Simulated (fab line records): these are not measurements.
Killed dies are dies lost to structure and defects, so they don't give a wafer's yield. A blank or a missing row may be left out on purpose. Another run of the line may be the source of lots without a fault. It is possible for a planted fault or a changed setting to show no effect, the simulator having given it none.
Chamber matching + flow n5Finfet + rieDiel-06 running N5_FIN_SAQP_ETCH_57: 4 sister chambers
The step etches SiNx in CH3F/O2, target depth 32.5 nm, time 46.4 s. 8 wafers are shown with their chamber, then 7 later ones without.

== WAFERS PAIRED WITH THEIR CHAMBERS ==
| wafer  | chamber | showerheadPlenumPTorr (Torr) | drypumpMotorCurrentA (A) |
|--------|---------|------------------------------|--------------------------|
| L080.3 | 3       | 1.92                         | 5.2                      |
| L080.6 | 3       | 1.92                         | 5.2                      |
| L082.5 | 2       | 1.91                         | 6.2                      |
| L083.1 | 1       | 2.00                         | 5.4                      |
| L083.2 | 0       | 2.09                         | 5.8                      |
| L083.6 | 2       | 1.90                         | 6.3                      |
| L092.1 | 0       | 2.08                         | 5.8                      |
| L092.2 | 1       | 2.00                         | 5.5                      |

== WAFERS WITHOUT THEIR CHAMBER ==
| wafer  | showerheadPlenumPTorr (Torr) | drypumpMotorCurrentA (A) |
|--------|------------------------------|--------------------------|
| L092.5 | 1.90                         | 6.3                      |
| L095.1 | 1.99                         | 5.4                      |
| L095.3 | 2.08                         | 5.8                      |
| L095.6 | 1.90                         | 6.3                      |
| L096.2 | 2.08                         | 5.8                      |
| L096.5 | 1.89                         | 6.3                      |
| L096.6 | 1.99                         | 5.5                      |

== EACH ONE'S CHAMBER ==
| wafer  | from the rows above | in truth |
|--------|---------------------|----------|
| L092.5 | 2                   | 2        |
| L095.1 | 1                   | 1        |
| L095.3 | 0                   | 0        |
| L095.6 | 2                   | 2        |
| L096.2 | 0                   | 0        |
| L096.5 | 2                   | 2        |
| L096.6 | 1                   | 1        |
Placed correctly: 7 of 7. Can't be placed from these rows: 0. 0 placed wrongly.
How it was worked out, from the rows above alone: a wafer's distance from a chamber is the root of the sum, over the readings, of the square of ((its reading less the chamber's mean) divided by the reading's scatter). The wafer belongs to the nearest chamber; if the next one is less than 2 further off, it can't be placed. For every chamber, the mean is computed from those of its wafers that are shown. The scatter: the root of (the sum of the squares of (reading less its chamber's mean) over the shown wafers, divided by (wafers less chambers)).
